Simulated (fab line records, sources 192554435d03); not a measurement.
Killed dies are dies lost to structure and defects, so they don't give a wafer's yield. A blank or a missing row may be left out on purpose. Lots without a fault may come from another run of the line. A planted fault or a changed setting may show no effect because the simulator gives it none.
fab line records | flow n5_finfet
record lots=5 wafers=15 last_day=18
route steps=1938 shown BEOL_M1@823 BEOL_M2@841 BEOL_M4@1111 PASSIVATION@1936
lots that met no fault: from a run of the same line without faults
start_h: hours from the record's first day to the start of the lot's first wafer shown | wait_h: hours since the lot's step before | " the same as in the row above | L1.1+2: a row that stands for several wafers | - no value, or no start given | * or withheld: withheld | < > ~ a bound
route shown NAME@n: a module of which the file shows steps, and the number in the route of the first | usual: mean/standard deviation of fault-free wafers | same: alike in all rows | chamber/n: place in a boat | sites: the reading at each site | _std_site: their standard deviation | _edge_site: outer sites' mean less inner sites' | radius_mm: how far each site lies from the wafer's centre | mask NAME#n: copy n | behind: the tool/chamber that last shaped the wafer | hold: why the lot was held/for how many hours/how that ended | device: the transistor (n, p or np) that didn't switch | end of line: the same wafers' tests at the end of the route | a step without rows: its recipe alone | killed: dies lost to structure and defects at the first sort, not the wafer's yield | map: a wafer's dies, x killed, . not, _ none there
set.NAME: the setting as run; set.NAME@STEP: as run at that earlier step | model.NAME: the simulator's own value behind a step, which no gauge read
lots at some steps of the route; a table a step, a row a wafer
services: from which hour (start_h, from the record's first day; less than 0 if before it) a tool's chamber was out of use, for how many hours, and why
## steps
# step N5_BEOL_M1_ANNEAL_89
# recipe temp_c=400 time_s=240 ambient=vacuum
# usual heater_power_w=819/67 susceptor_temp_C_max=401.1/0.37
# same time_s=240
# columns lot.wafer tool chamber start_h wait_h heater_power_w susceptor_temp_C_max
L667.1 pvd_sputter-03 - 182.48 0.0 771 400.8
L667.3 " - " " 831 401.7
L667.6 " - " " 774 400.7
L669.3 pvd_sputter-02 - 202.08 0.0 943 401.3
L669.4 " - " " 810 400.7
L669.5 " - " " 844 400.4
L672.2 pvd_sputter-03 - 221.10 0.0 790 400.7
L672.5 " - " " 801 400.9
L672.6 " - " " 821 401.9
L677.1 pvd_sputter-02 - 244.88 0.0 714 400.9
L677.2 " - " " 793 400.9
L677.6 " - " " 713 400.7
L681.1 pvd_sputter-02 - 267.78 0.0 777 401.0
L681.2 " - " " 956 401.1
L681.3 " - " " 848 401.4
# step N5_BEOL_M1_SPUTTER_90
# recipe material=Cu target_thk_a=45 temp_c=-20 chamber_pressure_pa=0.07 power_w=withheld time_s=8.29
# usual throttle_valve_pct=29.7/0.86
# same time_s=8.29
# columns lot.wafer tool chamber start_h wait_h throttle_valve_pct
L667.1 pvd_sputter-03 - 182.62 0.1 30.2
L667.3 " - " " 30.7
L667.6 " - " " 30.2
L669.3 pvd_sputter-02 - 202.22 0.1 30.4
L669.4 " - " " 30.8
L669.5 " - " " 29.0
L672.2 pvd_sputter-03 - 221.24 0.1 30.1
L672.5 " - " " 28.9
L672.6 " - " " 30.4
L677.1 pvd_sputter-02 - 245.02 0.1 29.9
L677.2 " - " " 30.4
L677.6 " - " " 30.2
L681.1 pvd_sputter-02 - 267.92 0.1 30.3
L681.2 " - " " 30.2
L681.3 " - " " 28.9
# step N5_BEOL_M1_ANNEAL_91
# recipe temp_c=400 time_s=240 ambient=vacuum
# usual heater_power_w=816/64 susceptor_temp_C_max=401.0/0.32
# same time_s=240
# columns lot.wafer tool chamber start_h wait_h heater_power_w susceptor_temp_C_max
L667.1 pvd_sputter-03 - 182.70 0.0 756 401.0
L667.3 " - " " 851 401.5
L667.6 " - " " 799 400.8
L669.3 pvd_sputter-02 - 202.30 0.0 927 400.7
L669.4 " - " " 778 400.9
L669.5 " - " " 841 400.8
L672.2 pvd_sputter-03 - 221.32 0.0 769 401.0
L672.5 " - " " 786 401.4
L672.6 " - " " 827 401.3
L677.1 pvd_sputter-02 - 245.10 0.0 701 400.7
L677.2 " - " " 810 400.7
L677.6 " - " " 700 400.7
L681.1 pvd_sputter-02 - 268.00 0.0 805 401.0
L681.2 " - " " 948 400.7
L681.3 " - " " 844 401.0
# step N5_BEOL_M1_SPUTTER_92
# recipe material=Cu target_thk_a=45 temp_c=-20 chamber_pressure_pa=0.07 power_w=withheld time_s=8.29
# step N5_BEOL_M1_ANNEAL_93
# recipe temp_c=400 time_s=240 ambient=vacuum
# step N5_BEOL_M1_SPUTTER_94
# recipe material=Cu target_thk_a=45 temp_c=-20 chamber_pressure_pa=0.07 power_w=withheld time_s=8.29
# step N5_BEOL_M1_ANNEAL_95
# recipe temp_c=400 time_s=240 ambient=vacuum
# usual heater_power_w=818/65 susceptor_temp_C_max=401.1/0.35
# same time_s=240
# columns lot.wafer tool chamber start_h wait_h heater_power_w susceptor_temp_C_max
L667.1 pvd_sputter-03 - 183.14 0.0 769 400.8
L667.3 " - " " 849 401.0
L667.6 " - " " 790 401.2
L669.3 pvd_sputter-02 - 202.74 0.0 951 400.5
L669.4 " - " " 782 400.4
L669.5 " - " " 861 401.1
L672.2 pvd_sputter-03 - 221.76 0.0 761 400.7
L672.5 " - " " 770 401.1
L672.6 " - " " 853 401.2
L677.1 pvd_sputter-02 - 245.54 0.0 690 401.6
L677.2 " - " " 804 400.7
L677.6 " - " " 709 400.9
L681.1 pvd_sputter-02 - 268.44 0.0 789 400.3
L681.2 " - " " 938 400.9
L681.3 " - " " 870 401.0
# step N5_BEOL_M1_SPUTTER_96
# recipe material=Cu target_thk_a=45 temp_c=-20 chamber_pressure_pa=0.07 power_w=withheld time_s=8.29
# step N5_BEOL_M1_ECD_50
# recipe material=Cu target_thk_a=3000
# step N5_BEOL_M1_ANNEAL_51
# recipe temp_c=225 time_s=90 ambient=N2
# usual wafer_temp_C_max=225.92/0.26
# same time_s=90
# columns lot.wafer tool chamber start_h wait_h wafer_temp_C_max
L667.1 rtp_anneal-02 0 183.48 0.1 226.25
L667.3 " 0 " " 225.66
L667.6 " 0 " " 225.28
L669.3 rtp_anneal-01 0 203.16 0.1 225.87
L669.4 " 0 " " 225.73
L669.5 " 0 " " 226.35
L672.2 rtp_anneal-02 0 222.15 0.1 225.77
L672.5 " 0 " " 225.91
L672.6 " 0 " " 226.11
L677.1 rtp_anneal-02 0 245.88 0.1 225.81
L677.2 " 0 " " 226.05
L677.6 " 0 " " 225.67
L681.1 rtp_anneal-01 0 268.77 0.1 226.09
L681.2 " 0 " " 226.18
L681.3 " 0 " " 226.38
# step N5_BEOL_M1_CMP_52
# recipe stop_on=SiOC t_overpolish_s=6.8 down_force_psi=1 platen_rpm=50 clearing_platen_down_force_psi=1.5 clearing_platen_rpm=50 post_cmp_clean=cu_alkaline target_thk_nm=40 clearing_platen_pad_velocity_m_s=0.99484 pad_velocity_m_s=0.99484
# step N5_BEOL_M1_THK_MEAS_53
# recipe thk_meas_gauge=xrf reads=Cu_of_BEOL_M1_ECD_50
# usual M1_THK=40.5/1.7
# columns lot.wafer tool chamber start_h wait_h M1_THK[nm]
L667.1 film_metro-02 - 184.08 - 39.4
L667.3 " - " " 38.1
L667.6 " - " " 38.8
L669.3 film_metro-01 - 203.67 - 40.4
L669.4 " - " " 42.2
L669.5 " - " " 40.4
L672.2 film_metro-02 - 222.69 - 41.7
L672.5 " - " " 41.1
L672.6 " - " " 42.1
L677.1 film_metro-01 - 246.47 - 40.5
L677.2 " - " " 40.3
L677.6 " - " " 42.8
L681.1 film_metro-02 - 269.37 - 42.6
L681.2 " - " " 41.0
L681.3 " - " " 41.0
# step N5_BEOL_M1_PRE_CLEAN_60
# recipe gas=NH3/H2 time_s=15 temp_c=* rf_power_w=300
# usual heater_power_w=76/16
# same time_s=15
# columns lot.wafer tool chamber start_h wait_h heater_power_w
L667.1 cvd_co-02 1 184.12 0.0 68
L667.3 " 0 " " 52
L667.6 " 2 " " 85
L669.3 cvd_co-01 0 203.70 0.0 64
L669.4 " 0 " " 66
L669.5 " 1 " " 99
L672.2 cvd_co-01 1 222.73 0.0 97
L672.5 " 0 " " 66
L672.6 " 1 " " 97
L677.1 cvd_co-02 2 246.52 0.0 85
L677.2 " 0 " " 51
L677.6 " 2 " " 89
L681.1 cvd_co-01 2 269.40 0.0 91
L681.2 " 0 " " 66
L681.3 " 1 " " 96
# step N5_BEOL_M1_CO_CAP_55
# recipe material=Co target_thk_a=20 temp_c=200 precursor=CCTBA/H2 pressure_torr=30 time_s=102.1
# step N5_BEOL_M1_PRE_CLEAN_56
# recipe gas=NH3 time_s=15 temp_c=withheld rf_power_w=300
# step N5_BEOL_M1_DEP_57
# recipe material=SiCN target_thk_a=80 temp_c=withheld precursor=3MS/NH3 pressure_torr=3 rf_w=202 time_s=14
# step N5_BEOL_M1_RS_MEAS_58
# recipe thk_meas_gauge=four-point-probe reads=Co_of_BEOL_M1_CO_CAP_55+Cu_of_BEOL_M1_ECD_50+Co_of_BEOL_M1_CVD_47+TaN_of_BEOL_M1_ALD_84
# usual M1_RS=0.67/0.036
# columns lot.wafer tool chamber start_h wait_h M1_RS[ohm/sq]
L667.1 film_metro-01 - 184.34 0.0 0.70
L667.3 " - " " 0.73
L667.6 " - " " 0.71
L669.3 film_metro-01 - 203.93 0.1 0.68
L669.4 " - " " 0.65
L669.5 " - " " 0.68
L672.2 film_metro-01 - 223.01 0.1 0.65
L672.5 " - " " 0.67
L672.6 " - " " 0.64
L677.1 film_metro-01 - 246.74 0.0 0.68
L677.2 " - " " 0.69
L677.6 " - " " 0.63
L681.1 film_metro-02 - 269.63 0.0 0.63
L681.2 " - " " 0.66
L681.3 " - " " 0.66
# step N5_BEOL_M1_INSPECT_59
# recipe inspect_instrument=darkfield mode=post_dep
# usual raw_defect_count=75/24
# columns lot.wafer tool chamber start_h wait_h raw_defect_count
L667.1 defect_inspect-01 - 184.37 0.0 53
L667.3 " - " " 45
L667.6 " - " " 87
L669.3 defect_inspect-01 - 203.95 0.0 185
L669.4 " - " " 103
L669.5 " - " " 109
L672.2 defect_inspect-01 - 223.04 0.0 67
L672.5 " - " " 54
L672.6 " - " " 60
L677.1 defect_inspect-02 - 246.77 0.0 365
L677.2 " - " " 84
L677.6 " - " " 412
L681.1 defect_inspect-02 - 269.65 0.0 54
L681.2 " - " " 69
L681.3 " - " " 74
# step N5_BEOL_M2_ILD_DEP_00
# recipe material=SiOC target_thk_a=790 temp_c=350 precursor=DEMS/O2 pressure_torr=5 rf_w=500 time_s=15.3
# step N5_BEOL_M4_RC_MEAS_101
# usual DIBL_N=36.0/1.4 DIBL_P=36.0/1.5 IOFF_N=0.160/0.026 IOFF_P=0.22/0.032 ION_N=674/10 ION_P=464/6.9 SS_N=71.5/0.56 SS_P=73.3/0.59 VT_N=249.5/2.9 VT_P=-249.2/3
# columns lot.wafer tool chamber start_h wait_h DIBL_N[mV/V] DIBL_P[mV/V] IOFF_N[nA/um] IOFF_P[nA/um] ION_N[uA/um] ION_P[uA/um] SS_N[mV/dec] SS_P[mV/dec] VT_N[mV] VT_P[mV]
L667.1 prober-01 0 240.44 0.0 36.8 37.1 0.173 0.24 681 467 71.8 72.7 245.3 -245.9
L667.3 " 0 " " 36.2 36.4 0.158 0.23 676 466 71.6 73.7 250.6 -248.5
L667.6 " 0 " " 36.8 36.8 0.168 0.24 674 473 72.2 72.9 247.4 -245.9
L669.3 prober-02 0 266.85 0.3 38.0 38.4 0.174 0.26 680 472 72.5 73.7 251.0 -245.0
L669.4 " 0 " " 34.6 34.7 0.128 0.19 675 461 71.4 71.8 251.3 -249.0
L669.5 " 0 " " 34.4 34.3 0.124 0.19 674 464 71.0 72.5 254.1 -250.8
L672.2 prober-01 0 270.46 0.2 35.9 34.9 0.144 0.21 677 466 71.4 72.8 251.4 -249.5
L672.5 " 0 " " 36.6 36.2 0.155 0.22 677 467 71.2 73.4 252.1 -249.6
L672.6 " 0 " " 35.2 34.2 0.129 0.19 669 465 70.6 72.5 250.6 -250.2
L677.1 prober-02 0 300.57 0.0 36.8 36.8 0.162 0.24 672 462 71.7 73.9 249.4 -245.3
L677.2 " 0 " " 39.1 38.6 0.208 0.29 686 472 72.6 74.2 245.9 -243.7
L677.6 " 0 " " 36.6 36.0 0.153 0.24 663 460 71.3 73.8 252.0 -247.1
L681.1 prober-02 0 322.81 0.0 36.0 36.9 0.167 0.24 680 469 70.9 73.3 247.2 -249.9
L681.2 " 0 " " 35.1 35.5 0.154 0.22 688 469 71.1 73.2 249.1 -247.9
L681.3 " 0 " " 36.8 37.5 0.174 0.24 673 469 71.4 73.6 246.4 -244.5
# step N5_PASSIVATION_PROBE_49
# usual defect_limited_yield=91.2/1.2 killed_at_M0_to_M3=34/9.9 killed_at_M4_up=14/5.7 killed_at_contacts=13/6.3 killed_at_front_end=39/9.9 killed_at_other=3.7/2.8 killed_dies=104/15 killed_open=68/12 killed_short=34/6.7 sort_bin_5_function=5.2/0.9 sort_bin_6_memory=3.3/0.57 sort_n_pass=1076/15 sort_yield_pct=91.2/1.2
# same gross_dies=1180 killed_at_back_side=0 sort_bin_4_leakage[%]=0 sort_bin_8_speed[%]=0
# columns lot.wafer tool chamber start_h wait_h defect_limited_yield[%] killed_at_M0_to_M3 killed_at_M4_up killed_at_contacts killed_at_front_end killed_at_other killed_dies killed_open killed_short sort_bin_5_function[%] sort_bin_6_memory[%] sort_n_pass sort_yield_pct[%]
L667.1 prober-02 - 340.71 0.0 91.3 32 10 14 45 2 103 68 32 4.7 3.5 1077 91.3
L667.3 prober-02 - 340.81 0.1 93.6 16 13 9 31 6 75 52 22 3.7 2.2 1105 93.6
L667.6 prober-02 - 340.96 0.3 92.4 28 11 15 36 0 90 52 31 4.7 2.3 1090 92.4
L669.3 prober-02 - 370.48 0.1 90.3 36 20 11 47 1 115 73 35 5.3 4.4 1065 90.3
L669.4 prober-02 - 370.53 0.2 89.8 36 9 20 54 1 120 75 42 6.1 3.5 1060 89.8
L669.5 prober-02 - 370.58 0.2 89.2 33 8 18 68 0 127 86 35 6.0 4.3 1053 89.2
L672.2 prober-02 - 382.15 0.1 91.1 36 13 18 36 2 105 67 38 5.3 3.5 1075 91.1
L672.5 prober-02 - 382.30 0.2 91.4 16 9 15 55 6 101 69 28 4.7 3.6 1079 91.4
L672.6 prober-02 - 382.35 0.3 92.0 23 11 22 37 1 94 67 24 5.1 2.7 1086 92.0
L677.1 prober-01 - 422.67 0.0 88.1 74 16 6 35 10 141 61 38 6.5 3.8 1039 88.1
L677.2 prober-01 - 422.72 0.1 91.0 36 6 13 50 1 106 65 38 5.7 2.9 1074 91.0
L677.6 prober-01 - 422.92 0.3 88.7 83 11 9 27 3 133 53 27 6.1 3.7 1047 88.7
L681.1 prober-01 - 430.69 0.0 92.2 30 14 11 37 0 92 62 24 4.4 2.9 1088 92.2
L681.2 prober-01 - 430.74 0.1 93.3 35 11 13 18 2 79 54 22 4.3 2.3 1101 93.3
L681.3 prober-01 - 430.79 0.1 91.0 36 21 8 39 2 106 77 28 5.3 3.5 1074 91.0
# killed by level:class
L667.1 FIN_SAQP:geometric_particle:open=17 MOL_CONTACT_COAG:geometric_particle:open=11 FIN_SAQP:geometric_particle:short=10 BEOL_M1:geometric_particle:open=9 BEOL_M0_SAQP:geometric_particle:short=7 BEOL_M2:geometric_particle:open=5 BEOL_M3:geometric_particle:short=4 BEOL_M6:geometric_particle:open=4
L667.3 FIN_SAQP:geometric_particle:open=11 MOL_CONTACT_COAG:geometric_particle:open=8 STI_FIN_REVEAL:geometric_particle:open=6 FIN_SAQP:geometric_particle:short=5 BEOL_M0_SAQP:geometric_particle:short=5 BEOL_M2:geometric_particle:open=4 BEOL_M5:geometric_particle:open=4 BEOL_M3:geometric_particle:open=3
L667.6 MOL_CONTACT_COAG:geometric_particle:open=14 FIN_SAQP:geometric_particle:short=9 FIN_SAQP:geometric_particle:open=9 BEOL_M0_SAQP:geometric_particle:short=8 BEOL_M4:geometric_particle:open=6 BEOL_M2:geometric_particle:open=5 HKMG_FIN:area_etch=5 BEOL_M0_SAQP:geometric_particle:open=4
L669.3 FIN_SAQP:geometric_particle:open=12 BEOL_M2:geometric_particle:open=12 FIN_SAQP:geometric_particle:short=10 STI_FIN_REVEAL:geometric_particle:open=6 MOL_CONTACT_COAG:geometric_particle:open=6 BEOL_M0_SAQP:geometric_particle:short=6 BEOL_M0_SAQP:geometric_particle:open=5 BEOL_M4:geometric_particle:open=5
L669.4 STI_FIN_REVEAL:geometric_particle:open=23 MOL_CONTACT_COAG:geometric_particle:open=15 BEOL_M2:geometric_particle:open=9 BEOL_M3:geometric_particle:open=8 FIN_SAQP:geometric_particle:short=7 BEOL_M1:geometric_particle:open=7 STARTING-WAFER:geometric_particle:short=6 MOL_CONTACT_COAG:geometric_particle:short=5
L669.5 STI_FIN_REVEAL:geometric_particle:open=26 MOL_CONTACT_COAG:geometric_particle:open=13 FIN_SAQP:geometric_particle:short=10 BEOL_M3:geometric_particle:open=10 BEOL_M2:geometric_particle:open=8 BEOL_M1:geometric_particle:open=7 GATE_CUT:geometric_particle:short=6 FIN_SAQP:geometric_particle:open=5
L672.2 STI_FIN_REVEAL:geometric_particle:open=15 MOL_CONTACT_COAG:geometric_particle:open=13 BEOL_M3:geometric_particle:open=8 BEOL_M1:geometric_particle:open=7 BEOL_M0_SAQP:geometric_particle:short=6 MOL_CONTACT_COAG:geometric_particle:short=5 BEOL_M1:geometric_particle:short=5 GATE_CUT:geometric_particle:short=4
L672.5 STI_FIN_REVEAL:geometric_particle:open=18 MOL_CONTACT_COAG:geometric_particle:open=13 FIN_SAQP:geometric_particle:short=7 BEOL_M3:geometric_particle:open=7 FIN_SAQP:geometric_particle:open=6 STI_FIN_REVEAL:geometric_particle:short=4 GATE_CUT:geometric_particle:open=4 ILD0:geometric_particle:short=3
L672.6 STI_FIN_REVEAL:geometric_particle:open=18 MOL_CONTACT_COAG:geometric_particle:open=18 BEOL_M3:geometric_particle:open=6 STI_FIN_REVEAL:geometric_particle:short=4 BEOL_M0_SAQP:geometric_particle:open=4 GATE_CUT:geometric_particle:short=3 BEOL_M0_SAQP:geometric_particle:short=3 MOL_CONTACT_COAG:geometric_particle:short=3
L677.1 BEOL_M1:unspecified=42 BEOL_M3:geometric_particle:open=9 FIN_SAQP:geometric_particle:short=7 BEOL_M2:geometric_particle:open=7 BEOL_M1:geometric_particle:open=6 GATE_CUT:geometric_particle:short=6 MOL_CONTACT_COAG:geometric_particle:open=6 BEOL_M2:geometric_particle:short=6
L677.2 STI_FIN_REVEAL:geometric_particle:open=11 FIN_SAQP:geometric_particle:short=10 MOL_CONTACT_COAG:geometric_particle:open=9 BEOL_M1:geometric_particle:open=8 BEOL_M3:geometric_particle:open=8 DUMMY_GATE:geometric_particle:open=6 GATE_CUT:geometric_particle:open=5 BEOL_M1:geometric_particle:short=5
L677.6 BEOL_M1:unspecified=51 BEOL_M3:geometric_particle:open=9 BEOL_M2:geometric_particle:open=8 MOL_CONTACT_COAG:geometric_particle:open=7 GATE_CUT:geometric_particle:short=6 FIN_SAQP:geometric_particle:short=5 BEOL_M4:geometric_particle:open=5 FIN_SAQP:geometric_particle:open=4
L681.1 STI_FIN_REVEAL:geometric_particle:open=11 MOL_CONTACT_COAG:geometric_particle:open=10 BEOL_M2:geometric_particle:open=8 BEOL_M4:geometric_particle:open=5 BEOL_M3:geometric_particle:open=5 STI_FIN_REVEAL:geometric_particle:short=4 BEOL_M0_SAQP:geometric_particle:short=4 STARTING-WAFER:geometric_particle:short=4
L681.2 MOL_CONTACT_COAG:geometric_particle:open=7 BEOL_M2:geometric_particle:open=7 MOL_CONTACT_COAG:geometric_particle:short=6 BEOL_M1:geometric_particle:open=6 BEOL_M0_SAQP:geometric_particle:open=5 BEOL_M3:geometric_particle:open=5 BEOL_M4:geometric_particle:open=5 STI_FIN_REVEAL:geometric_particle:open=4
L681.3 BEOL_M4:geometric_particle:open=12 BEOL_M1:geometric_particle:open=10 DUMMY_GATE:geometric_particle:open=9 BEOL_M2:geometric_particle:open=8 MOL_CONTACT_COAG:geometric_particle:open=6 STARTING-WAFER:geometric_particle:open=6 STI_FIN_REVEAL:geometric_particle:open=4 DUMMY_GATE:geometric_particle:short=4
# map L677.1 (x killed, . not)
_________________....x.......________________
______________.................._____________
___________..x.x.x..xx.x....x......__________
__________......xx....x...........x._________
________.............x...............x_______
_______................................______
______..............xx...........x......_____
_____...................................x____
____......x............x..................___
___.x......................................__
___.x.............x..........x.............__
__......................x.......x..........._
__.x..........x....x....x.......x..........._
_.....x....x..x.x.....x.x..x.......x.x.......
_.................x.xx....x..................
_..x......x..x..............x................
_..........x....x..................x......x..
_.....x.x..........x......x.......xx.x.....x.
_...............x....x...x...................
_......x..x.....................x......x.....
_................x............x..............
__........x....x..............x...x........._
__.....................x...................._
___.................x.............x...x.x..__
___..x.x......x..x.........................__
____.....xx...................x...x...x...___
_____..............x.x...................____
______......x............x.......xxx...._____
_______........................xxxxxx..______
________..........x.....x...xxxxxxxxxx_______
__________.x....x......x....xxxxxxxx_________
___________......x........xxxxxxxxx__________
______________............xxxxxx_____________
_________________..........xx________________
# map L667.1 (x killed, . not)
_________________...x.....x..________________
______________...x..x..........._____________
___________...x....................__________
__________......xxx........x.x......_________
________...........x.........xx......._______
_______...........x............x...xx..______
______...................x.x..x........._____
_____.....................xx.............____
____.............x..............x.........___
___........................x....xx.........__
___........x..xx.......x.....x..x.....x..x.__
__.x.........x........................x....._
__..xx....................x..........x.....x_
_............................................
_................................x...........
_................x......xx...................
_xx....x.......................x.............
_x...........................................
_..x....x..xx.............x.....x............
_..x.........x..........x...........x...x....
_.............x.......x.........xx...........
__..............x..x........................_
__....................x.........x..x..x...x._
___.x........x......x.........x.........x..__
___.x..........................x.......x...__
____..........................x...........___
_____....x................x..............____
______.x.....................x.........x_____
_______.......x...x..............x.....______
________.x...........x.........x......_______
__________....................xx.x.._________
___________...x...x....x...........__________
______________....x......x......_____________
_________________x...........________________
## services
# columns tool chamber start_h hours kind
cvd_co-02 2 205.70 4.9 repair
cvd_co-01 2 218.70 4.2 repair
cvd_co-02 - 265.09 1.0 repair
## key
first_sign step=N5_BEOL_M1_INSPECT_59 reading=raw_defect_count direction=up sigmas=13 usual=75 struck=388
effect step=N5_PASSIVATION_PROBE_49 reading=killed_at_M0_to_M3 direction=up sigmas=4.5 usual=34 struck=78
more_kills_born_at N5_BEOL_M1_PRE_CLEAN_60@cvd_co-02=93
met_at N5_BEOL_M1_PRE_CLEAN_60
struck_wafers L677.1,L677.6
onset_between 184.12 246.52
fault kind=chamber_particle_source tool=cvd_co-02 chamber=2 onset_h=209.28 steps=N5_BEOL_M1_PRE_CLEAN_60 rate_per_visit_cm2=0.51022 end_h=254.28
